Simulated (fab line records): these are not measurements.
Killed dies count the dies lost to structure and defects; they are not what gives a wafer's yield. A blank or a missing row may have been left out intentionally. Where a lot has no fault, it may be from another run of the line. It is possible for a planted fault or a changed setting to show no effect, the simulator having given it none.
fab line records	flow nand_harc	part 1 of 2: steps 1 to 26 of 36
[record] lots = 5	wafers = 15	last_day = 22
route steps=1159 shown A_SLIT@800 A_SIN_REMOVE@804 A_WL_FILL@809 A_CONTACT@840
lots that met no fault: taken from a fault-free run of the same line
start_h: hours from the record's first day to the start of the lot's first wafer shown	wait_h: hours from the lot's prior step to this one	" unchanged from the row above	L1.1+2: a row that stands for several wafers	- no value, or no start was given	* or withheld: withheld	< > ~ a bound
route shown NAME@n: names a module that has steps shown in the file, with the first one's number in the route	usual: the fault-free wafers' mean and standard deviation	same: alike in all rows	chamber/n: place in a boat	sites: per-site readings	_std_site: the values' standard deviation	_edge_site: mean of outer sites minus mean of inner sites	radius_mm: for every site, how far away it sits from the centre of the wafer	mask NAME#n: copy n	behind: the most recent tool/chamber to have shaped the wafer	hold: the reason the lot was held/the length of the hold in hours/how it ended	device: the transistor (n, p or np) that didn't switch	end of line: tests of these same wafers at the route's end	a step without rows: its recipe alone	killed: count of dies lost to structure and defects at first sort (not the wafer's yield)	map: a wafer's dies, x killed, . not, _ none there
set.NAME: setting as actually run; set.NAME@STEP: the setting as run at that earlier step	model.NAME: the simulator's own value behind a step, which no gauge read
certain route steps with their lots: each step a table, each wafer a row
services: from which hour (start_h, from the record's first day; less than 0 if before it) a tool's chamber was out of use, for how many hours, and why
[[steps]]
[step NHARC_A_SLIT_STRIP_18]
[recipe] o2_flow_sccm = 500	ar_flow_sccm = 0	bias_w = 0	chemistry = O2
[usual] drypump_motor_current_A = 5.4/0.38	oes_product_au = 1.000/0.0099	rf_vpp_V = 57.8/0.87	showerhead_plenum_p_Torr = 3.52/0.13	throttle_valve_pct = 17.037/0.0097
lot.wafer	tool	chamber	start_h	wait_h	drypump_motor_current_A	oes_product_au	rf_hours_counter_h	rf_vpp_V	showerhead_plenum_p_Torr	throttle_valve_pct
L076.1	rie_diel-01	2	-	-	5.7	1.014	0	56.6	3.53	17.043
L076.4	"	1	"	"	4.8	1.000	0	57.9	3.52	17.036
L076.5	"	3	"	"	5.3	1.006	-	56.9	3.32	17.046
L075.1	rie_diel-11	0	-	-	5.5	0.999	8	58.9	3.35	17.029
L075.3	"	2	"	"	5.9	0.996	9	59.7	3.64	17.029
L075.6	"	3	"	"	5.4	1.010	-	58.3	3.45	17.043
L077.2	rie_diel-01	1	-	-	4.8	1.002	1	58.1	3.52	17.035
L077.3	"	0	"	"	5.0	1.010	1	57.8	3.55	17.037
L077.6	"	1	"	"	4.8	1.004	-	58.2	3.52	17.032
L083.2	rie_diel-11	1	-	-	4.8	0.976	0	57.7	3.73	17.034
L083.1	"	2	"	"	5.9	1.006	0	57.4	3.64	17.037
L083.6	"	3	"	"	5.4	0.998	-	56.4	3.45	17.058
L089.2	rie_diel-11	3	-	-	5.4	1.005	3	57.0	3.44	17.040
L089.4	"	1	"	"	4.8	0.982	3	59.2	3.72	17.023
L089.1	"	2	"	"	5.9	1.010	2	57.2	3.64	17.040
[step NHARC_A_SLIT_PRECLEAN_19]
[recipe] time_s = *	temp_c = 50	bath_age_min = 0	chemistry = SC1
lot.wafer	tool	chamber	start_h	wait_h
L076.4+5+1	wet_bench-07	6,0,2	328.68	-
L075.3+1+6	wet_bench-04	0,1,3	328.71	-
L077.2+6+3	wet_bench-02	1,3,5	338.70	-
L083.1+6+2	wet_bench-04	6,7,1	378.61	-
L089.4+2+1	wet_bench-07	6,7,1	405.71	-
[step NHARC_A_SLIT_SRD_20]
lot.wafer	tool	chamber	start_h	wait_h
L076.4+5+1	wet_bench-07	6,0,2	-	-
L075.3+1+6	wet_bench-04	0,1,3	-	-
L077.2+6+3	wet_bench-02	1,3,5	338.76	0.0
L083.1+6+2	wet_bench-04	6,7,1	-	-
L089.4+2+1	wet_bench-07	6,7,1	-	-
[step NHARC_A_SLIT_CD_MEAS_21]
[usual] cd_nm = 289.1/0.97
lot.wafer	tool	chamber	start_h	wait_h	cd_nm
L076.1	cd_sem-02	-	328.82	-	289.1
L076.4	"	-	"	"	289.6
L076.5	"	-	"	"	290.0
L075.1	cd_sem-02	-	328.84	-	287.9
L075.3	"	-	"	"	289.4
L075.6	"	-	"	"	290.1
L077.2	cd_sem-03	-	338.88	0.1	290.2
L077.3	"	-	"	"	289.2
L077.6	"	-	"	"	288.9
L083.1	cd_sem-03	-	378.74	-	287.5
L083.2	"	-	"	"	288.3
L083.6	"	-	"	"	288.5
L089.1	cd_sem-02	-	405.85	-	287.3
L089.2	"	-	"	"	286.9
L089.4	"	-	"	"	287.0
[step NHARC_A_SIN_REMOVE_WET_00]
[recipe] temp_c = 160	time_s = 15300	chemistry = H3PO4
lot.wafer	tool	chamber	start_h	wait_h
L075.1+3+6	wet_h3po4-02	0	329.84	1.0
L076.1+4+5	wet_h3po4-02	1	329.84	1.0
L077.2+3+6	wet_h3po4-01	1	341.61	2.7
L083.1+2+6	wet_h3po4-01	1	381.48	2.7
L089.1+2+4	wet_h3po4-02	1	408.58	2.7
[step NHARC_A_SIN_REMOVE_PRECLEAN_01]
[recipe] time_s = *	temp_c = 50	bath_age_min = 0	chemistry = SC1
lot.wafer	tool	chamber	start_h	wait_h
L076.4+5+1	wet_bench-09	5,0,2	334.62	0.0
L075.1+6+3	wet_bench-01	2,5,6	334.62	0.0
L077.3+2+6	wet_bench-09	4,6,7	346.40	0.0
L083.2+6+1	wet_bench-09	1,3,4	386.29	0.0
L089.1+2+4	wet_bench-01	2,3,4	413.24	0.0
[step NHARC_A_SIN_REMOVE_SRD_02]
lot.wafer	tool	chamber	start_h	wait_h
L076.4+5+1	wet_bench-09	5,0,2	-	-
L075.1+6+3	wet_bench-01	2,5,6	-	-
L077.3+2+6	wet_bench-09	4,6,7	-	-
L083.2+6+1	wet_bench-09	1,3,4	-	-
L089.1+2+4	wet_bench-01	2,3,4	-	-
[step NHARC_A_SIN_REMOVE_INSPECT_04]
[usual] raw_defect_count = 300/83
lot.wafer	tool	chamber	start_h	wait_h	raw_defect_count
L076.1	defect_inspect-01	-	334.80	0.0	375
L076.4	"	-	"	"	250
L076.5	"	-	"	"	349
L075.1	defect_inspect-02	-	334.81	0.0	252
L075.3	"	-	"	"	369
L075.6	"	-	"	"	197
L077.2	defect_inspect-02	-	346.59	0.0	212
L077.3	"	-	"	"	277
L077.6	"	-	"	"	294
L083.1	defect_inspect-02	-	386.47	0.0	336
L083.2	"	-	"	"	401
L083.6	"	-	"	"	394
L089.1	defect_inspect-01	-	413.42	0.0	287
L089.2	"	-	"	"	289
L089.4	"	-	"	"	248
[step NHARC_A_WL_FILL_ALD_00]
[recipe] target_thk_a = 30	pulse_time_s = 3	ald_cycles = 30	temp_c = 300	material = Al2O3
[usual] heater_power_w = 470/69	precursor_pulse_height_rel = 1.001/0.021
lot.wafer	tool	chamber	start_h	wait_h	heater_power_w	precursor_pulse_height_rel
L076.4	ald_hk-01	3	335.09	0.3	473	0.975
L076.1	"	2	"	"	401	1.022
L076.5	"	0	"	"	356	1.008
L075.3	ald_hk-01	0	335.28	0.5	347	1.011
L075.1	"	1	"	"	552	1.007
L075.6	"	0	"	"	357	0.969
L077.2	ald_hk-02	1	348.03	1.4	526	1.015
L077.3	"	2	"	"	434	0.999
L077.6	"	1	"	"	521	1.013
L083.1	ald_hk-01	0	386.60	0.1	359	1.014
L083.2	"	1	"	"	547	1.020
L083.6	"	2	"	"	398	1.020
L089.4	ald_hk-04	2	413.52	0.1	474	1.009
L089.2	"	3	"	"	444	1.017
L089.1	"	0	"	"	471	0.980
[step NHARC_A_WL_FILL_RTA_01]
[recipe] temp_c = 1000	time_s = 5
[usual] anneal_temp_c_max = 1006.1/1.1	lamp_power_pct = 33.1/3	wafer_temp_C_max = 1003.5/1.3
lot.wafer	tool	chamber	start_h	wait_h	anneal_temp_c_max	lamp_power_pct	wafer_temp_C_max
L076.1	rtp_anneal-02	0	335.35	-	1007.1	35.6	1002.8
L076.4	"	0	"	"	1005.2	35.6	1002.2
L076.5	"	0	"	"	1004.8	35.6	1001.9
L075.1	rtp_anneal-01	0	335.52	-	1003.8	29.5	1005.1
L075.3	"	0	"	"	1005.0	29.6	1004.6
L075.6	"	0	"	"	1005.6	29.6	1003.9
L077.2	rtp_anneal-01	0	348.29	-	1006.1	29.5	1004.1
L077.3	"	0	"	"	1004.7	29.6	1004.4
L077.6	"	0	"	"	1005.6	29.6	1004.4
L083.1	rtp_anneal-01	0	386.81	-	1004.7	29.5	1005.0
L083.2	"	0	"	"	1006.5	29.6	1004.8
L083.6	"	0	"	"	1005.5	29.5	1004.0
L089.1	rtp_anneal-01	0	413.76	-	1006.1	29.5	1004.0
L089.2	"	0	"	"	1006.8	29.5	1004.1
L089.4	"	0	"	"	1006.8	29.5	1005.4
[step NHARC_A_WL_FILL_ALD_02]
[recipe] target_thk_a = 20	pulse_time_s = 3	ald_cycles = 100	temp_c = 450	material = TiN
[usual] heater_power_w = 1065/130	precursor_pulse_height_rel = 1.002/0.02
lot.wafer	tool	chamber	start_h	wait_h	heater_power_w	precursor_pulse_height_rel
L076.4	ald_metal-02	2	335.57	0.1	1237	1.019
L076.1	"	3	"	"	1207	0.998
L076.5	"	3	"	"	1217	1.041
L075.3	ald_metal-03	0	335.73	0.1	976	1.031
L075.1	"	1	"	"	1007	1.019
L075.6	"	1	"	"	1050	0.986
L077.2	ald_metal-02	2	348.55	0.2	1251	1.013
L077.3	"	3	"	"	1222	1.009
L077.6	"	1	"	"	1406	1.009
L083.2	ald_metal-02	0	387.10	0.2	1031	1.016
L083.1	"	1	"	"	1290	1.015
L083.6	"	2	"	"	1231	1.016
L089.1	ald_metal-01	3	413.97	0.2	950	0.996
L089.2	"	0	"	"	1104	0.964
L089.4	"	2	"	"	843	0.975
[step NHARC_A_WL_FILL_CVD_03]
[recipe] target_thk_a = 400	temp_c = 300	pressure_torr = 40	wf6_flow_sccm = 40	h2_flow_sccm = 1600	ar_flow_sccm = 1560	time_s = 3302	material = W
[usual] chamber_pressure_Torr = 40.00/0.094	heater_power_w = 484/50	throttle_valve_pct = 8.0/0.39
lot.wafer	tool	chamber	start_h	wait_h	chamber_pressure_Torr	heater_power_w	throttle_valve_pct
L076.1	cvd_w-01	0	336.48	0.5	40.10	418	7.7
L076.4	"	1	"	"	40.00	509	8.4
L076.5	"	1	"	"	40.02	509	8.3
L075.1	cvd_w-02	0	339.10	3.0	40.08	543	7.6
L075.3	"	0	"	"	40.12	554	7.8
L075.6	"	0	"	"	40.10	544	7.8
L077.2	cvd_w-02	0	350.03	1.2	39.98	545	7.9
L077.3	"	0	"	"	40.08	546	7.9
L077.6	"	0	"	"	39.93	540	7.7
L083.2	cvd_w-01	1	392.79	5.4	40.08	529	8.4
L083.1	"	0	"	"	40.02	429	8.3
L083.6	"	1	394.62	7.2	40.03	520	8.4
L089.2	cvd_w-01	1	419.58	5.2	40.08	533	8.6
L089.1	"	0	"	"	40.01	431	8.1
L089.4	"	1	"	"	39.91	530	8.5
[step NHARC_A_WL_FILL_ETCHBACK_04]
[recipe] target_depth_a = 600	time_s = 120	chemistry = NF3
[usual] drypump_motor_current_A = 6.2/0.32	oes_product_au = 1.002/0.0082
lot.wafer	tool	chamber	start_h	wait_h	drypump_motor_current_A	oes_product_au	rf_hours_counter_h
L076.1	rie_metal-03	1	339.33	2.4	5.9	0.996	1.3
L076.4	"	1	"	"	6.0	1.009	-
L076.5	"	1	"	"	6.0	1.007	-
L075.1	rie_metal-01	0	341.96	2.4	6.6	0.996	0.0
L075.3	"	0	"	"	6.6	1.003	-
L075.6	"	1	"	"	6.4	1.000	-
L077.2	rie_metal-01	1	352.91	2.4	6.4	1.005	0.2
L077.3	"	0	"	"	6.6	0.999	-
L077.6	"	1	"	"	6.4	0.993	-
L083.2	rie_metal-01	1	396.05	2.8	6.4	0.993	2.5
L083.1	"	0	"	"	6.6	1.005	2.5
L083.6	"	0	"	"	6.6	1.006	-
L089.1	rie_metal-03	1	422.88	2.4	5.9	1.009	4.1
L089.2	"	0	"	"	5.8	1.015	4.3
L089.4	"	0	"	"	5.8	0.996	-
[step NHARC_A_WL_FILL_ETCHBACK_05]
[recipe] target_depth_a = 220	time_s = 60	temp_c = 40	chemistry = Cl2/BCl3
[usual] drypump_motor_current_A = 6.2/0.32	oes_product_au = 1.002/0.0089
lot.wafer	tool	chamber	start_h	wait_h	drypump_motor_current_A	oes_product_au	rf_hours_counter_h
L076.1	rie_metal-03	0	339.58	0.2	5.8	1.007	1.4
L076.4	"	1	"	"	5.9	1.001	-
L076.5	"	1	"	"	5.9	1.004	-
L075.1	rie_metal-01	1	342.16	0.2	6.4	1.001	0.1
L075.3	"	1	"	"	6.4	0.996	-
L075.6	"	1	"	"	6.4	0.997	-
L077.2	rie_metal-01	1	353.12	0.2	6.4	0.990	0.4
L077.3	"	0	"	"	6.6	0.986	-
L077.6	"	1	"	"	6.4	0.993	-
L083.2	rie_metal-01	0	396.29	0.2	6.6	1.000	2.7
L083.1	"	1	"	"	6.4	0.990	2.7
L083.6	"	1	"	"	6.4	0.983	-
L089.2	rie_metal-03	1	423.13	0.2	6.0	1.012	4.3
L089.1	"	0	"	"	5.8	1.001	4.4
L089.4	"	1	"	"	6.0	1.005	-
[step NHARC_A_WL_FILL_STRIP_27]
[recipe] power_w = 1500	temp_c = 250	time_s = 20	chemistry = N2/H2
[usual] drypump_motor_current_A = 5.77/0.046	heater_power_w = 335/27
lot.wafer	tool	chamber	start_h	wait_h	drypump_motor_current_A	heater_power_w	rf_hours_counter_h
L076.1	plasma_asher-02	1	339.71	0.1	5.74	363	48
L076.4	"	0	"	"	5.81	298	-
L076.5	"	0	"	"	5.79	297	-
L075.1	plasma_asher-01	1	342.32	0.1	5.78	309	18
L075.3	"	0	"	"	5.77	371	-
L075.6	"	1	"	"	5.76	316	-
L077.2	plasma_asher-02	1	353.28	0.1	5.74	360	53
L077.3	"	0	"	"	5.85	293	-
L077.6	"	1	"	"	5.74	353	-
L083.2	plasma_asher-02	1	396.43	0.1	5.74	353	11
L083.1	"	0	"	"	5.85	312	11
L083.6	"	0	"	"	5.84	303	-
L089.2	plasma_asher-01	1	423.28	0.1	5.74	316	46
L089.1	"	0	"	"	5.69	368	46
L089.4	"	1	"	"	5.73	319	-
[step NHARC_A_WL_FILL_STRIP_28]
[recipe] time_s = 1200	temp_c = 72.5	chemistry = post_etch_residue_remover
lot.wafer	tool	chamber	start_h	wait_h
L076.5+4+1	wet_bench-03	6,7,1	339.91	0.1
L075.6+3+1	wet_bench-06	7,1,2	342.49	0.1
L077.6+2+3	wet_bench-06	2,3,4	353.46	0.1
L083.2+1+6	wet_bench-04	5,7,0	396.62	0.2
L089.1+2+4	wet_bench-06	1,3,4	423.47	0.1
[step NHARC_A_WL_FILL_PRECLEAN_06]
[recipe] time_s = 300	chemistry = DIW
lot.wafer	tool	chamber	start_h	wait_h
L076.5+4+1	wet_bench-03	6,7,1	-	-
L075.6+3+1	wet_bench-06	7,1,2	-	-
L077.6+2+3	wet_bench-06	2,3,4	-	-
L083.2+1+6	wet_bench-04	5,7,0	-	-
L089.1+2+4	wet_bench-06	1,3,4	-	-
[step NHARC_A_WL_FILL_SRD_07]
lot.wafer	tool	chamber	start_h	wait_h
L076.5+4+1	wet_bench-03	6,7,1	-	-
L075.6+3+1	wet_bench-06	7,1,2	-	-
L077.6+2+3	wet_bench-06	2,3,4	-	-
L083.2+1+6	wet_bench-04	5,7,0	-	-
L089.1+2+4	wet_bench-06	1,3,4	-	-
[step NHARC_A_WL_FILL_ANNEAL_08]
[recipe] temp_c = 450	time_s = 1800
lot.wafer	tool	chamber	start_h	wait_h
L075.1+3+6	furnace-07	0	343.38	-
L076.1+4+5	furnace-07	0	343.38	-
L077.2+3+6	furnace-07	0	358.60	-
L083.1+2+6	furnace-07	0	397.41	-
L089.1+2+4	furnace-07	0	427.02	-
[step NHARC_A_WL_FILL_ALD_10]
[recipe] target_thk_a = 500	pulse_time_s = 10	ald_cycles = 500	temp_c = 300	material = SiO2
[usual] heater_power_w = 464/62	precursor_pulse_height_rel = 1.001/0.02
lot.wafer	tool	chamber	start_h	wait_h	heater_power_w	precursor_pulse_height_rel
L075.3	ald_hk-01	3	345.94	1.1	469	1.029
L075.1	"	0	"	"	366	0.980
L075.6	"	1	"	"	557	0.994
L076.4	ald_hk-04	3	347.27	2.4	438	1.027
L076.1	"	0	348.30	3.5	474	1.007
L076.5	"	2	350.35	5.5	460	0.998
L077.3	ald_hk-01	1	360.64	0.6	561	0.977
L077.2	"	2	"	"	398	1.000
L077.6	"	1	362.72	2.6	531	1.003
L083.2	ald_hk-01	0	398.93	0.1	358	1.000
L083.1	"	1	"	"	552	0.984
L083.6	"	1	401.49	2.6	558	1.019
L089.1	ald_hk-01	0	428.53	0.1	343	0.998
L089.2	"	2	429.57	1.1	390	0.991
L089.4	"	3	"	"	467	0.982
[step NHARC_A_WL_FILL_ETCHBACK_16]
[recipe] target_depth_a = 880	time_s = 17.6	c4f8_flow_sccm = withheld	o2_flow_sccm = 8	ar_flow_sccm = withheld	rf_w = 600	bias_w = 800	chemistry = C4F8/O2/Ar
[usual] oes_product_au = 0.97/0.034	rf_vpp_V = 724/4.2
lot.wafer	tool	chamber	start_h	wait_h	oes_product_au	rf_hours_counter_h	rf_vpp_V
L075.1	rie_diel-09	3	-	-	1.01	3.1	722
L075.3	"	1	"	"	0.98	4.2	720
L075.6	"	3	"	"	1.01	-	722
L076.4	rie_diel-09	2	-	-	1.00	4.2	721
L076.1	"	0	"	"	0.98	2.6	730
L076.5	"	3	"	"	1.00	-	722
L077.2	rie_diel-02	1	-	-	0.97	1.9	717
L077.3	"	3	"	"	0.96	2.1	727
L077.6	"	1	"	"	0.96	-	716
L083.2	rie_diel-10	2	-	-	0.97	0.9	718
L083.1	"	3	"	"	0.99	1.0	723
L083.6	"	1	"	"	0.98	-	731
L089.1	rie_diel-02	0	-	-	1.00	7.2	725
L089.2	"	1	"	"	0.98	7.8	716
L089.4	"	3	"	"	0.99	7.4	727
[step NHARC_A_WL_FILL_STRIP_29]
[recipe] time_s = 20	o2_flow_sccm = 500	ar_flow_sccm = 0	bias_w = 0	chemistry = O2
[usual] drypump_motor_current_A = 6.0/0.32	oes_product_au = 0.998/0.012	rf_vpp_V = 57.7/0.89	showerhead_plenum_p_Torr = 3.54/0.14	throttle_valve_pct = 17.035/0.009
lot.wafer	tool	chamber	start_h	wait_h	drypump_motor_current_A	oes_product_au	rf_hours_counter_h	rf_vpp_V	showerhead_plenum_p_Torr	throttle_valve_pct
L075.1	rie_diel-09	0	349.67	0.1	6.3	0.990	2.6	58.3	3.70	17.035
L075.3	"	2	"	"	5.5	0.999	4.2	57.6	3.42	17.026
L075.6	"	0	"	"	6.3	1.006	-	59.0	3.70	17.034
L076.4	rie_diel-09	0	353.02	0.1	6.4	0.985	2.6	57.6	3.70	17.030
L076.1	"	2	"	"	5.5	0.994	4.2	57.4	3.42	17.038
L076.5	"	0	"	"	6.3	0.989	-	59.2	3.70	17.036
L077.2	rie_diel-02	2	364.89	0.1	5.5	1.010	1.8	57.0	3.74	17.036
L077.3	"	3	"	"	5.8	1.001	2.1	59.4	3.70	17.045
L077.6	"	1	"	"	6.2	0.990	-	56.4	3.29	17.030
L083.2	rie_diel-10	2	403.65	0.1	6.1	0.998	0.9	58.7	3.36	17.039
L083.1	"	1	"	"	5.8	0.992	0.9	59.3	3.80	17.031
L083.6	"	2	"	"	6.1	0.991	-	56.7	3.36	17.018
L089.1	rie_diel-02	0	433.31	0.1	5.7	1.010	7.2	58.4	3.59	17.019
L089.2	"	2	"	"	5.5	0.998	8.0	57.1	3.74	17.035
L089.4	"	3	"	"	5.8	1.001	7.4	57.9	3.70	17.038
[step NHARC_A_WL_FILL_ETCHBACK_17]
[recipe] target_depth_a = 40	time_s = 26.7	chemistry = Cl2/BCl3
[usual] drypump_motor_current_A = 6.1/0.32	oes_product_au = 1.000/0.0087
lot.wafer	tool	chamber	start_h	wait_h	drypump_motor_current_A	oes_product_au	rf_hours_counter_h
L075.1	rie_metal-02	0	349.78	-	5.8	0.992	3.1
L075.3	"	0	"	"	5.8	0.993	-
L075.6	"	1	"	"	6.4	1.005	-
L076.1	rie_metal-02	1	353.11	-	6.4	0.997	3.1
L076.4	"	0	"	"	5.8	0.990	-
L076.5	"	1	"	"	6.4	1.002	-
L077.2	rie_metal-01	0	364.99	-	6.6	0.993	1.3
L077.3	"	0	"	"	6.6	0.989	-
L077.6	"	1	"	"	6.4	0.996	-
L083.2	rie_metal-01	0	403.74	-	6.6	0.990	2.7
L083.1	"	1	"	"	6.3	1.000	2.7
L083.6	"	1	"	"	6.4	0.996	-
L089.1	rie_metal-03	0	433.40	-	5.8	1.011	4.5
L089.2	"	1	"	"	6.0	0.993	4.4
L089.4	"	0	"	"	5.8	1.014	-
[step NHARC_A_WL_FILL_PRECLEAN_18]
[recipe] time_s = 30	chemistry = dHF
lot.wafer	tool	chamber	start_h	wait_h
L075.1+6+3	wet_bench-04	0,3,4	349.95	0.1
L076.1+5+4	wet_bench-06	6,1,2	353.29	0.2
L077.6+3+2	wet_bench-04	4,6,1	365.16	0.1
L083.1+2+6	wet_bench-04	0,4,5	403.92	0.1
L089.2+4+1	wet_bench-06	2,4,5	433.60	0.2
[step NHARC_A_WL_FILL_SRD_21]
lot.wafer	tool	chamber	start_h	wait_h
L075.1+6+3	wet_bench-04	0,3,4	349.98	0.0
L076.1+5+4	wet_bench-06	6,1,2	353.32	0.0
L077.6+3+2	wet_bench-04	4,6,1	365.18	0.0
L083.1+2+6	wet_bench-04	0,4,5	403.98	0.0
L089.2+4+1	wet_bench-06	2,4,5	433.62	0.0
[step NHARC_A_WL_FILL_CVD_23]
[recipe] target_thk_a = 400	temp_c = 620	pressure_mtorr = 200	time_s = 800	material = poly-Si
[usual] pressure_mtorr = 200.0/0.41
lot.wafer	tool	chamber	start_h	wait_h	pressure_mtorr
L075.1	lpcvd_poly-04	0	352.58	2.6	200.5
L075.3	"	0	"	"	200.5
L075.6	"	0	"	"	200.5
L076.1	lpcvd_poly-04	0	355.92	2.6	199.5
L076.4	"	0	"	"	199.8
L076.5	"	0	"	"	199.6
L077.2	lpcvd_poly-04	0	367.79	2.6	199.9
L077.3	"	0	"	"	199.6
L077.6	"	0	"	"	200.0
L083.1	lpcvd_poly-04	0	406.48	2.5	199.8
L083.2	"	0	"	"	199.8
L083.6	"	0	"	"	200.2
L089.1	lpcvd_poly-01	0	435.97	2.4	200.1
L089.2	"	0	"	"	200.2
L089.4	"	0	"	"	199.6
